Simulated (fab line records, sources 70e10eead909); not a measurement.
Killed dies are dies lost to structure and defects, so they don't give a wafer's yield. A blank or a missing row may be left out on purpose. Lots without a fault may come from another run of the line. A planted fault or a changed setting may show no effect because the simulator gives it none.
A struck lot beside a sound one | flow nand_harc | 33 steps out of a route of 1302
Sound: wafers L807.1, L807.2, L807.3. Struck: wafers L819.2, L819.4, L819.5. The cause comes at the end.
At each step with rows: each side's tool, then ch and its chambers, then its first start. Under that, the readings that differ: sound wafers | struck wafers | difference of the means | sigmas: that difference in standard deviations of wafers without a fault.
alike: readings whose means differ by less than 2 such deviations, and words and numbers that are the same on both sides. not compared: withheld readings, readings that some wafer has no value for, bounds like >300 that may hide the same value, and numbers for which the record gives no deviation and whose values overlap.
The two part at a step that has a row with sigmas, a row that says differs or no value, or rows on one side only. Numbers that don't overlap but have no deviation are shown without sigmas and don't part them. A reading that every wafer of one side lacks parts them only if that side has two wafers or more.

first, 1 step without rows for these wafers: NHARC_P_M0_DESCUM_14 (chemistry O2, time 3 s).
NHARC_P_M0_ETCH_34: etches the open film in N2/H2, target depth 40 nm, overetch 12 nm, time 43.94 s.
  sound on rie_diel-02 ch 0,1,3, day 7 12:09; struck on rie_diel-02 ch 1,3, day 12 02:33
  alike: drypump_motor_current_A, oes_product_au, rf_vpp_V, showerhead_plenum_p_Torr, throttle_valve_pct
  not compared: rf_hours_counter_h
then, 1 step without rows for these wafers: NHARC_P_M0_ETCH_15 (etches the open film in C4F8/Ar, target depth 150 nm, overetch 15 nm, time 82.5 s).
NHARC_P_M0_CD_MEAS_16:
  sound on cd_sem-02, day 7 12:22; struck on cd_sem-02, day 12 02:49
  alike: cd_nm
then, 3 steps without rows for these wafers: NHARC_P_M0_STRIP_18 (strips in N2/H2); NHARC_P_M0_STRIP_19 (strips in post etch residue remover, time 600 s); NHARC_P_M0_DEGAS_28 (time 60 s).
NHARC_P_M0_PRE_CLEAN_29: time 30 s.
  sound on pvd_sputter-02; struck on pvd_sputter-02
  reading              | sound                | struck | difference                    | sigmas
  susceptor_temp_C (C) | 279.73 280.13 280.32 | - - -  | no value on the struck wafers |
  alike: heater_power_w
NHARC_P_M0_PVD_20: deposits TaN, target thk 5 nm, time 8.06 s.
  sound on pvd_sputter-02; struck on pvd_sputter-02
  alike: throttle_valve_pct
then, 2 steps without rows for these wafers: NHARC_P_M0_PVD_21 (deposits Cu, target thk 30 nm, time 20.49 s); NHARC_P_M0_ECD_22 (material Cu, target thk 400 nm).
NHARC_P_M0_ANNEAL_30: time 90 s.
  sound on rtp_anneal-02 ch 0, day 7 13:44; struck on rtp_anneal-02 ch 0, day 12 04:13
  alike: wafer_temp_C_max
NHARC_P_M0_CMP_23: polishes, t overpolish 20 s, target thk 117.54 nm.
  sound on cmp-03 ch 0,1,2, day 7 14:06; struck on cmp-03 ch 0,1, day 12 04:31
  alike: motor_current_A, retaining_ring_pressure_frac, time_to_endpoint_s
NHARC_P_M0_THK_MEAS_24: measures by xrf.
  sound on film_metro-01, day 7 14:25; struck on film_metro-01, day 12 04:49
  alike: thk_nm
then, 1 step without rows for these wafers: NHARC_P_M0_SRD_25.
NHARC_P_M0_INSPECT_27:
  sound on defect_inspect-01, day 7 14:34; struck on defect_inspect-02, day 12 04:59
  reading          | sound       | struck      | difference | sigmas
  raw_defect_count | 227 230 156 | 545 622 485 | +346       | +4
NHARC_P_M0_PRE_CLEAN_31: time 12 s.
  sound on pecvd-03 ch 0,1,2, day 7 14:38; struck on pecvd-01 ch 1,2, day 12 05:02
  alike: heater_power_w, susceptor_temp_C
then, 11 steps without rows for these wafers: NHARC_P_M0_DEP_32 (deposits SiCN, target thk 30 nm); NHARC_P_M1_DEP_00 (deposits SiOC, target thk 182.5 nm); NHARC_P_M1_DEHYDRATE_01 (time 120 s); NHARC_P_M1_HMDS_02 (time 30 s); NHARC_P_M1_COAT_34 (time 65 s); NHARC_P_M1_COAT_03 (resist thk 90 nm); NHARC_P_M1_SOFTBAKE_04 (time 55 s); NHARC_P_M1_EBR_05; NHARC_P_M1_EXPOSE_06 (exposes mask P M1, target cd 130 nm); NHARC_P_M1_PEB_07 (peb time 65 s); NHARC_P_M1_DEVELOP_08 (develop time 35 s).
NHARC_P_M1_CD_MEAS_09: target cd 130 nm.
  sound on cd_sem-01 ch 0, day 7 15:59; struck on cd_sem-03 ch 0, day 12 06:24
  alike: cd_nm
NHARC_P_M1_OVL_MEAS_10: pitch 260 nm.
  sound on overlay-01, day 7 16:05; struck on overlay-01, day 12 06:29
  reading           | sound        | struck      | difference | sigmas
  overlay_x_nm (nm) | 0.8 -0.2 0.0 | 1.8 1.5 1.6 | +1.4       | +2
  alike: overlay_y_nm
NHARC_P_M1_INSPECT_11:
  sound on defect_inspect-01, day 7 16:07; struck on defect_inspect-02, day 12 06:32
  reading          | sound | struck      | difference | sigmas
  raw_defect_count | 2 4 5 | 306 291 301 | +296       | +99 or more
then, 1 step without rows for these wafers: NHARC_P_M1_DESCUM_14 (chemistry O2, time 3 s).
-- the record jumps here: 18 days lie between the struck wafers' starts before and after (it left off in module P_M1 and takes up again in module END, whose first step shown is number 1302 of the route) --
NHARC_END_SORT_01:
  the record has rows for the struck wafers here (prober-01 ch 0, day 29 23:33) and none for the sound ones

WHERE THEY PART
First at NHARC_P_M0_PRE_CLEAN_29; last, within this record, at NHARC_END_SORT_01.

WHY: what the simulator had put in
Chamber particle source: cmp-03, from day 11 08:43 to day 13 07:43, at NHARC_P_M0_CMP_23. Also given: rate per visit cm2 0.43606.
